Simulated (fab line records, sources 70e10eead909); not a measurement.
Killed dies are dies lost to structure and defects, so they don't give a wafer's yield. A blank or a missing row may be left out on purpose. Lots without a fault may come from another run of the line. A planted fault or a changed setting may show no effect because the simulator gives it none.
Chamber matching | flow nand_harc | NHARC_A_STAIRCASE_DEP_322 on pecvd-02: 3 sister chambers
The step deposits SiO2, target thk 7200 nm. 14 wafers are shown with their chamber, then 7 later ones without.

WAFERS WITH THEIR CHAMBER
wafer  | chamber | heater_power_w (W)
L079.1 | 0       | 689
L079.4 | 2       | 556
L079.6 | 1       | 680
L082.1 | 0       | 614
L082.3 | 1       | 777
L082.6 | 1       | 661
L086.1 | 2       | 592
L086.2 | 1       | 725
L086.5 | 1       | 668
L087.4 | 2       | 569
L087.5 | 1       | 686
L087.6 | 0       | 569
L090.1 | 2       | 590
L090.4 | 0       | 580

SIGNATURES (means of the wafers above)
reading        | chamber 0 | chamber 1 | chamber 2 | scatter within a chamber
heater_power_w | 613.00    | 699.50    | 576.75    | 42
Rule: a wafer's distance from a chamber is the root of the sum, over the readings, of the square of ((its reading less the chamber's mean) divided by the reading's scatter). The wafer belongs to the nearest chamber; if the next one is less than 2 further off, it can't be placed. The scatter: the root of (the sum of the squares of (reading less its chamber's mean) over the shown wafers, divided by (wafers less chambers)).

WAFERS WITHOUT THEIR CHAMBER
wafer  | heater_power_w (W)
L090.5 | 556
L093.1 | 710
L093.2 | 620
L093.5 | 764
L096.3 | 727
L096.5 | 605
L096.6 | 601

WHICH CHAMBER EACH WENT THROUGH
wafer  | from the rows above          | in truth
L090.5 | can't be placed: 2 or 0      | 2
L093.1 | 1                            | 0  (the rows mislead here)
L093.2 | can't be placed: 0 or 2 or 1 | 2
L093.5 | 1                            | 1
L096.3 | 1                            | 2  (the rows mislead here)
L096.5 | can't be placed: 0 or 2      | 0
L096.6 | can't be placed: 0 or 2      | 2
Placed correctly: 1 of 7. Can't be placed from these rows: 4 (the true chamber is among the candidates in 4). Placed wrongly: 2.
